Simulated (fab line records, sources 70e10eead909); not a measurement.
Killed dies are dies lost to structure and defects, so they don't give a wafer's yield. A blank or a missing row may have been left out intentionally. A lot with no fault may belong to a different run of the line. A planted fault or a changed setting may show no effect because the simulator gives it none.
What tool caused it? || flow nandHarc || Sampling: 12 lots, 36 wafers, 6 of 1159 route steps

## WHAT THE GAUGES SHOWED, per wafer
NHARC_P_GATE_INSPECT_68. Usual: 211 for rawDefectCount, sd 73.
{"lot": "L823", "measured": "day 5 10:09", "on": "defectInspect-02", "rawDefectCount": "250 215 217", "flag": ""}
{"lot": "L824", "measured": "day 5 23:32", "on": "defectInspect-02", "rawDefectCount": "219 222 247", "flag": ""}
{"lot": "L828", "measured": "day 6 21:12", "on": "defectInspect-01", "rawDefectCount": "256 169 255", "flag": ""}
{"lot": "L830", "measured": "day 7 15:47", "on": "defectInspect-02", "rawDefectCount": "250 413 164", "flag": ""}
{"lot": "L831", "measured": "day 7 18:23", "on": "defectInspect-01", "rawDefectCount": "178 198 220", "flag": ""}
{"lot": "L832", "measured": "day 8 04:23", "on": "defectInspect-01", "rawDefectCount": "233 237 151", "flag": ""}
{"lot": "L835", "measured": "day 8 19:22", "on": "defectInspect-02", "rawDefectCount": "231 165 167", "flag": ""}
{"lot": "L834", "measured": "day 8 21:51", "on": "defectInspect-02", "rawDefectCount": "247 214 144", "flag": ""}
{"lot": "L833", "measured": "day 8 20:33", "on": "defectInspect-02", "rawDefectCount": "302 392 130", "flag": ""}
{"lot": "L837", "measured": "day 9 05:19", "on": "defectInspect-02", "rawDefectCount": "706 671 666", "flag": "OFF"}
{"lot": "L838", "measured": "day 9 15:40", "on": "defectInspect-02", "rawDefectCount": "662 699 735", "flag": "OFF"}
{"lot": "L841", "measured": "day 10 01:53", "on": "defectInspect-02", "rawDefectCount": "728 665 702", "flag": "OFF"}

NHARC_END_SORT_01. Usual: killedAtArray 29, standard deviation 11; killedAtOther 0.6, standard deviation 0.89; killedAtPeriphery 3.8, standard deviation 2.8; killedDies 33, standard deviation 12; killedOpen 3.5, standard deviation 1.9; killedShort 1.9, standard deviation 1.3.
{"lot": "L830", "measured": "day 21 03:07", "on": "prober-01", "killedAtArray": "30 27 35", "killedAtOther": "0 1 0", "killedAtPeriphery": "4 2 2", "killedDies": "34 30 37", "killedOpen": "4 5 3", "killedShort": "3 1 2", "flag": ""}
{"lot": "L831", "measured": "day 21 09:07", "on": "prober-02", "killedAtArray": "28 26 31", "killedAtOther": "0 0 0", "killedAtPeriphery": "3 4 4", "killedDies": "31 30 35", "killedOpen": "4 7 3", "killedShort": "4 1 1", "flag": ""}
{"lot": "L832", "measured": "day 22 03:11", "on": "prober-01", "killedAtArray": "21 21 19", "killedAtOther": "4 2 1", "killedAtPeriphery": "4 7 5", "killedDies": "29 30 25", "killedOpen": "7 3 3", "killedShort": "3 1 0", "flag": ""}
{"lot": "L835", "measured": "day 22 10:07", "on": "prober-01", "killedAtArray": "38 48 35", "killedAtOther": "1 1 2", "killedAtPeriphery": "4 4 7", "killedDies": "43 53 44", "killedOpen": "5 4 3", "killedShort": "3 2 2", "flag": ""}
{"lot": "L834", "measured": "day 21 20:49", "on": "prober-02", "killedAtArray": "25 39 23", "killedAtOther": "2 0 2", "killedAtPeriphery": "0 2 1", "killedDies": "27 41 26", "killedOpen": "1 5 1", "killedShort": "2 5 2", "flag": ""}
{"lot": "L833", "measured": "day 22 08:41", "on": "prober-02", "killedAtArray": "23 29 39", "killedAtOther": "0 1 0", "killedAtPeriphery": "3 2 5", "killedDies": "26 32 44", "killedOpen": "5 7 4", "killedShort": "0 1 3", "flag": ""}
{"lot": "L837", "measured": "day 22 23:41", "on": "prober-02", "killedAtArray": "45 29 47", "killedAtOther": "0 0 0", "killedAtPeriphery": "94 88 41", "killedDies": "139 117 88", "killedOpen": "2 0 2", "killedShort": "2 1 4", "flag": "OFF"}
{"lot": "L838", "measured": "day 23 19:59", "on": "prober-02", "killedAtArray": "27 28 25", "killedAtOther": "1 0 0", "killedAtPeriphery": "89 49 46", "killedDies": "117 77 71", "killedOpen": "5 6 2", "killedShort": "2 2 2", "flag": "OFF"}
{"lot": "L841", "measured": "day 23 19:11", "on": "prober-01", "killedAtArray": "37 26 45", "killedAtOther": "1 0 2", "killedAtPeriphery": "88 88 92", "killedDies": "126 114 139", "killedOpen": "6 3 3", "killedShort": "1 3 0", "flag": "OFF"}

## TOOL THAT RAN EACH LOT (tool first, then ch and the chambers of the sampled wafers, then the start)
{"lot": "L823", "NHARC_P_GATE_ETCH_114": "rieDiel-04 ch 0,2,3, day 4 14:00", "NHARC_P_GATE_STRIP_111": "plasmaAsher-02 ch 0,1, day 5 02:23", "NHARC_P_GATE_STRIP_113": "plasmaAsher-02 ch 0,1, day 5 07:46", "NHARC_P_CONTACT_DEP_00": "pecvd-01 ch 0,2, no start"}
{"lot": "L824", "NHARC_P_GATE_ETCH_114": "rieDiel-12 ch 0,1,3, day 5 05:00", "NHARC_P_GATE_STRIP_111": "plasmaAsher-02 ch 0,1, day 5 17:28", "NHARC_P_GATE_STRIP_113": "plasmaAsher-01 ch 0,1, day 5 20:56", "NHARC_P_CONTACT_DEP_00": "pecvd-04 ch 0,2, no start"}
{"lot": "L828", "NHARC_P_GATE_ETCH_114": "rieDiel-02 ch 0,1,3, day 6 03:00", "NHARC_P_GATE_STRIP_111": "plasmaAsher-02 ch 0,1, day 6 15:16", "NHARC_P_GATE_STRIP_113": "plasmaAsher-02 ch 0,1, day 6 18:53", "NHARC_P_CONTACT_DEP_00": "pecvd-02 ch 0,1, no start"}
{"lot": "L830", "NHARC_P_GATE_ETCH_114": "rieDiel-12 ch 0,1,2, day 6 21:00", "NHARC_P_GATE_STRIP_111": "plasmaAsher-01 ch 0,1, day 7 09:26", "NHARC_P_GATE_STRIP_113": "plasmaAsher-01 ch 0,1, day 7 13:21", "NHARC_P_CONTACT_DEP_00": "pecvd-04 ch 0,1,2, day 21 03:07 or earlier"}
{"lot": "L831", "NHARC_P_GATE_ETCH_114": "rieDiel-04 ch 0,2,3, day 6 21:00", "NHARC_P_GATE_STRIP_111": "plasmaAsher-02 ch 0,1, day 7 09:32", "NHARC_P_GATE_STRIP_113": "plasmaAsher-01 ch 0,1, day 7 15:46", "NHARC_P_CONTACT_DEP_00": "pecvd-04 ch 0,2, day 21 09:07 or earlier"}
{"lot": "L832", "NHARC_P_GATE_ETCH_114": "rieDiel-12 ch 0,1,2, day 7 10:00", "NHARC_P_GATE_STRIP_111": "plasmaAsher-02 ch 0, day 7 22:25", "NHARC_P_GATE_STRIP_113": "plasmaAsher-01 ch 0,1, day 8 01:58", "NHARC_P_CONTACT_DEP_00": "pecvd-01 ch 1,2, day 22 03:11 or earlier"}
{"lot": "L835", "NHARC_P_GATE_ETCH_114": "rieDiel-04 ch 0,2,3, day 8 01:00", "NHARC_P_GATE_STRIP_111": "plasmaAsher-02 ch 0,1, day 8 13:16", "NHARC_P_GATE_STRIP_113": "plasmaAsher-01 ch 0,1, day 8 16:50", "NHARC_P_CONTACT_DEP_00": "pecvd-01 ch 0,2, day 22 10:07 or earlier"}
{"lot": "L834", "NHARC_P_GATE_ETCH_114": "rieDiel-12 ch 1,2,3, day 8 01:00", "NHARC_P_GATE_STRIP_111": "plasmaAsher-01 ch 0,1, day 8 15:51", "NHARC_P_GATE_STRIP_113": "plasmaAsher-01 ch 0,1, day 8 19:25", "NHARC_P_CONTACT_DEP_00": "pecvd-04 ch 0,1,2, day 21 20:49 or earlier"}
{"lot": "L833", "NHARC_P_GATE_ETCH_114": "rieDiel-12 ch 0,1,3, day 8 02:00", "NHARC_P_GATE_STRIP_111": "plasmaAsher-01 ch 0,1, day 8 14:16", "NHARC_P_GATE_STRIP_113": "plasmaAsher-01 ch 0,1, day 8 17:57", "NHARC_P_CONTACT_DEP_00": "pecvd-02 ch 0,1,2, day 22 08:41 or earlier"}
{"lot": "L837", "NHARC_P_GATE_ETCH_114": "rieDiel-12 ch 0,1,3, day 8 11:00", "NHARC_P_GATE_STRIP_111": "plasmaAsher-01 ch 0,1, day 8 23:28", "NHARC_P_GATE_STRIP_113": "plasmaAsher-01 ch 0,1, day 9 02:58", "NHARC_P_CONTACT_DEP_00": "pecvd-02 ch 0,2, day 22 23:41 or earlier"}
{"lot": "L838", "NHARC_P_GATE_ETCH_114": "rieDiel-12 ch 2,3, day 8 21:00", "NHARC_P_GATE_STRIP_111": "plasmaAsher-02 ch 0,1, day 9 09:37", "NHARC_P_GATE_STRIP_113": "plasmaAsher-02 ch 1, day 9 13:07", "NHARC_P_CONTACT_DEP_00": "pecvd-02 ch 0,2, day 23 19:59 or earlier"}
{"lot": "L841", "NHARC_P_GATE_ETCH_114": "rieDiel-12 ch 0,2, day 9 07:00", "NHARC_P_GATE_STRIP_111": "plasmaAsher-02 ch 0,1, day 9 19:55", "NHARC_P_GATE_STRIP_113": "plasmaAsher-01 ch 0,1, day 9 23:16", "NHARC_P_CONTACT_DEP_00": "pecvd-01 ch 0,1, day 10 02:39"}
- NHARC_P_GATE_ETCH_114: etches the open film in CF4/O2, target depth 30 nm, overetch 3 nm, time 16.5 s.
- NHARC_P_GATE_STRIP_111: strips in N2/H2, time 250 s.
- NHARC_P_GATE_STRIP_113: strips in N2/H2, time 740 s.
- NHARC_P_CONTACT_DEP_00: deposits SiO2, target thk 500 nm.

## WHAT THE TOOLS THEMSELVES READ (means of the sampled wafers that have a number; where no wafer has one, the mark that the record gives instead)
NHARC_P_GATE_ETCH_114. Usual: drypumpMotorCurrentA 5.57 A, standard deviation 0.28; oes_o_777_au 1.001 a.u., standard deviation 0.0044; oesProductAu 1.000 a.u., standard deviation 0.0067; rfVppV 198.2 V, standard deviation 1.3; showerheadPlenumPTorr 1.35 Torr, standard deviation 0.051; throttleValvePct 13.398 %, standard deviation 0.0083.
{"lot": "L823", "tool": "rieDiel-04", "drypumpMotorCurrentA (A)": 5.39, "oes_o_777_au (a.u.)": 0.998, "oesProductAu (a.u.)": 1.008, "rfVppV (V)": 197.9, "showerheadPlenumPTorr (Torr)": 1.35, "throttleValvePct (%)": 13.392, "flag": ""}
{"lot": "L824", "tool": "rieDiel-12", "drypumpMotorCurrentA (A)": 5.56, "oes_o_777_au (a.u.)": 1.001, "oesProductAu (a.u.)": 0.997, "rfVppV (V)": 197.7, "showerheadPlenumPTorr (Torr)": 1.34, "throttleValvePct (%)": 13.397, "flag": ""}
{"lot": "L828", "tool": "rieDiel-02", "drypumpMotorCurrentA (A)": 5.46, "oes_o_777_au (a.u.)": 1.005, "oesProductAu (a.u.)": 0.999, "rfVppV (V)": 197.7, "showerheadPlenumPTorr (Torr)": 1.36, "throttleValvePct (%)": 13.390, "flag": ""}
{"lot": "L830", "tool": "rieDiel-12", "drypumpMotorCurrentA (A)": 5.72, "oes_o_777_au (a.u.)": 1.000, "oesProductAu (a.u.)": 0.991, "rfVppV (V)": 198.4, "showerheadPlenumPTorr (Torr)": 1.34, "throttleValvePct (%)": 13.395, "flag": ""}
{"lot": "L831", "tool": "rieDiel-04", "drypumpMotorCurrentA (A)": 5.39, "oes_o_777_au (a.u.)": 1.001, "oesProductAu (a.u.)": 1.005, "rfVppV (V)": 198.6, "showerheadPlenumPTorr (Torr)": 1.35, "throttleValvePct (%)": 13.396, "flag": ""}
{"lot": "L832", "tool": "rieDiel-12", "drypumpMotorCurrentA (A)": 5.71, "oes_o_777_au (a.u.)": 1.002, "oesProductAu (a.u.)": 0.992, "rfVppV (V)": 198.4, "showerheadPlenumPTorr (Torr)": 1.34, "throttleValvePct (%)": 13.396, "flag": ""}
{"lot": "L835", "tool": "rieDiel-04", "drypumpMotorCurrentA (A)": 5.40, "oes_o_777_au (a.u.)": 0.998, "oesProductAu (a.u.)": 1.002, "rfVppV (V)": 197.7, "showerheadPlenumPTorr (Torr)": 1.34, "throttleValvePct (%)": 13.405, "flag": ""}
{"lot": "L834", "tool": "rieDiel-12", "drypumpMotorCurrentA (A)": 5.69, "oes_o_777_au (a.u.)": 0.999, "oesProductAu (a.u.)": 1.000, "rfVppV (V)": 197.3, "showerheadPlenumPTorr (Torr)": 1.30, "throttleValvePct (%)": 13.394, "flag": ""}
{"lot": "L833", "tool": "rieDiel-12", "drypumpMotorCurrentA (A)": 5.58, "oes_o_777_au (a.u.)": 1.003, "oesProductAu (a.u.)": 1.002, "rfVppV (V)": 197.9, "showerheadPlenumPTorr (Torr)": 1.34, "throttleValvePct (%)": 13.400, "flag": ""}
{"lot": "L837", "tool": "rieDiel-12", "drypumpMotorCurrentA (A)": 5.56, "oes_o_777_au (a.u.)": 1.002, "oesProductAu (a.u.)": 1.000, "rfVppV (V)": 199.0, "showerheadPlenumPTorr (Torr)": 1.34, "throttleValvePct (%)": 13.395, "flag": ""}
{"lot": "L838", "tool": "rieDiel-12", "drypumpMotorCurrentA (A)": 5.55, "oes_o_777_au (a.u.)": 1.004, "oesProductAu (a.u.)": 1.003, "rfVppV (V)": 196.7, "showerheadPlenumPTorr (Torr)": 1.29, "throttleValvePct (%)": 13.407, "flag": ""}
{"lot": "L841", "tool": "rieDiel-12", "drypumpMotorCurrentA (A)": 5.76, "oes_o_777_au (a.u.)": 1.003, "oesProductAu (a.u.)": 0.993, "rfVppV (V)": 198.4, "showerheadPlenumPTorr (Torr)": 1.33, "throttleValvePct (%)": 13.394, "flag": ""}

NHARC_P_GATE_STRIP_111. Usual: drypumpMotorCurrentA 6.18 A, standard deviation 0.2; heaterPowerW 89 W, standard deviation 5.8.
{"lot": "L823", "tool": "plasmaAsher-02", "drypumpMotorCurrentA (A)": 6.26, "heaterPowerW (W)": 84, "flag": ""}
{"lot": "L824", "tool": "plasmaAsher-02", "drypumpMotorCurrentA (A)": 6.26, "heaterPowerW (W)": 84, "flag": ""}
{"lot": "L828", "tool": "plasmaAsher-02", "drypumpMotorCurrentA (A)": 6.13, "heaterPowerW (W)": 87, "flag": ""}
{"lot": "L830", "tool": "plasmaAsher-01", "drypumpMotorCurrentA (A)": 6.24, "heaterPowerW (W)": 93, "flag": ""}
{"lot": "L831", "tool": "plasmaAsher-02", "drypumpMotorCurrentA (A)": 6.14, "heaterPowerW (W)": 88, "flag": ""}
{"lot": "L832", "tool": "plasmaAsher-02", "drypumpMotorCurrentA (A)": 6.39, "heaterPowerW (W)": 82, "flag": ""}
{"lot": "L835", "tool": "plasmaAsher-02", "drypumpMotorCurrentA (A)": 6.26, "heaterPowerW (W)": 86, "flag": ""}
{"lot": "L834", "tool": "plasmaAsher-01", "drypumpMotorCurrentA (A)": 6.22, "heaterPowerW (W)": 92, "flag": ""}
{"lot": "L833", "tool": "plasmaAsher-01", "drypumpMotorCurrentA (A)": 6.23, "heaterPowerW (W)": 93, "flag": ""}
{"lot": "L837", "tool": "plasmaAsher-01", "drypumpMotorCurrentA (A)": 6.23, "heaterPowerW (W)": 92, "flag": ""}
{"lot": "L838", "tool": "plasmaAsher-02", "drypumpMotorCurrentA (A)": 6.24, "heaterPowerW (W)": 83, "flag": ""}
{"lot": "L841", "tool": "plasmaAsher-02", "drypumpMotorCurrentA (A)": 6.25, "heaterPowerW (W)": 84, "flag": ""}

NHARC_P_GATE_STRIP_113. Usual: drypumpMotorCurrentA 6.18 A, standard deviation 0.2; heaterPowerW 89 W, standard deviation 6.
{"lot": "L823", "tool": "plasmaAsher-02", "drypumpMotorCurrentA (A)": 6.26, "heaterPowerW (W)": 83, "flag": ""}
{"lot": "L824", "tool": "plasmaAsher-01", "drypumpMotorCurrentA (A)": 6.24, "heaterPowerW (W)": 93, "flag": ""}
{"lot": "L828", "tool": "plasmaAsher-02", "drypumpMotorCurrentA (A)": 6.13, "heaterPowerW (W)": 87, "flag": ""}
{"lot": "L830", "tool": "plasmaAsher-01", "drypumpMotorCurrentA (A)": 6.23, "heaterPowerW (W)": 94, "flag": ""}
{"lot": "L831", "tool": "plasmaAsher-01", "drypumpMotorCurrentA (A)": 6.22, "heaterPowerW (W)": 93, "flag": ""}
{"lot": "L832", "tool": "plasmaAsher-01", "drypumpMotorCurrentA (A)": 6.21, "heaterPowerW (W)": 94, "flag": ""}
{"lot": "L835", "tool": "plasmaAsher-01", "drypumpMotorCurrentA (A)": 6.23, "heaterPowerW (W)": 93, "flag": ""}
{"lot": "L834", "tool": "plasmaAsher-01", "drypumpMotorCurrentA (A)": 6.10, "heaterPowerW (W)": 89, "flag": ""}
{"lot": "L833", "tool": "plasmaAsher-01", "drypumpMotorCurrentA (A)": 6.10, "heaterPowerW (W)": 90, "flag": ""}
{"lot": "L837", "tool": "plasmaAsher-01", "drypumpMotorCurrentA (A)": 6.22, "heaterPowerW (W)": 92, "flag": ""}
{"lot": "L838", "tool": "plasmaAsher-02", "drypumpMotorCurrentA (A)": 6.00, "heaterPowerW (W)": 92, "flag": ""}
{"lot": "L841", "tool": "plasmaAsher-01", "drypumpMotorCurrentA (A)": 6.22, "heaterPowerW (W)": 93, "flag": ""}

NHARC_P_CONTACT_DEP_00. Usual: heaterPowerOuterW 315 W, standard deviation 75; heaterPowerW 577 W, standard deviation 99; throttleValvePct 15.8 %, standard deviation 0.34.
{"lot": "L823", "tool": "pecvd-01", "heaterPowerOuterW (W)": 242, "heaterPowerW (W)": 500, "throttleValvePct (%)": 15.3, "flag": ""}
{"lot": "L824", "tool": "pecvd-04", "heaterPowerOuterW (W)": 343, "heaterPowerW (W)": 598, "throttleValvePct (%)": 16.1, "flag": ""}
{"lot": "L828", "tool": "pecvd-02", "heaterPowerOuterW (W)": 328, "heaterPowerW (W)": 553, "throttleValvePct (%)": 15.8, "flag": ""}
{"lot": "L830", "tool": "pecvd-04", "heaterPowerOuterW (W)": 299, "heaterPowerW (W)": 558, "throttleValvePct (%)": 16.0, "flag": ""}
{"lot": "L831", "tool": "pecvd-04", "heaterPowerOuterW (W)": 344, "heaterPowerW (W)": 596, "throttleValvePct (%)": 15.9, "flag": ""}
{"lot": "L832", "tool": "pecvd-01", "heaterPowerOuterW (W)": 320, "heaterPowerW (W)": 593, "throttleValvePct (%)": 15.9, "flag": ""}
{"lot": "L835", "tool": "pecvd-01", "heaterPowerOuterW (W)": 239, "heaterPowerW (W)": 494, "throttleValvePct (%)": 15.8, "flag": ""}
{"lot": "L834", "tool": "pecvd-04", "heaterPowerOuterW (W)": 305, "heaterPowerW (W)": 557, "throttleValvePct (%)": 15.7, "flag": ""}
{"lot": "L833", "tool": "pecvd-02", "heaterPowerOuterW (W)": 385, "heaterPowerW (W)": 671, "throttleValvePct (%)": 15.7, "flag": ""}
{"lot": "L837", "tool": "pecvd-02", "heaterPowerOuterW (W)": 408, "heaterPowerW (W)": 726, "throttleValvePct (%)": 15.8, "flag": ""}
{"lot": "L838", "tool": "pecvd-02", "heaterPowerOuterW (W)": 398, "heaterPowerW (W)": 698, "throttleValvePct (%)": 15.8, "flag": ""}
{"lot": "L841", "tool": "pecvd-01", "heaterPowerOuterW (W)": 319, "heaterPowerW (W)": 590, "throttleValvePct (%)": 16.0, "flag": ""}

## THE ANSWER, worked out from the rows above alone
Rule: a lot counts as off when the mean over its wafers that have a number is more than 3 standard deviations away from the usual mean. A lot without any number at a reading at which 4 lots or more have one is off too. The other lots that the step has rows for count as sound. First the gauges in route order, then the tools' own readings, where a lot's mean is used as printed above. At the first step where some lot is off, the reading lying furthest off is the one used; lots without a number count as furthest.
Off: L837, L838, L841, at NHARC_P_GATE_INSPECT_68 (rawDefectCount).
If a tool, at a process step before that reading, ran all the lots that are off and no sound lot after the first of them, it fits. Not tried: the gauges at NHARC_P_GATE_INSPECT_68; whatever is off there is also off at NHARC_END_SORT_01, on other tools, and gauge error can't account for it. One fits: NHARC_P_GATE_ETCH_114 on rieDiel-12. Its last sound lot is L833 (day 8 02:00), its first lot that is off L837 (day 8 11:00): a fault that began between those two fits.

## WHAT WAS PUT IN BY THE SIMULATOR
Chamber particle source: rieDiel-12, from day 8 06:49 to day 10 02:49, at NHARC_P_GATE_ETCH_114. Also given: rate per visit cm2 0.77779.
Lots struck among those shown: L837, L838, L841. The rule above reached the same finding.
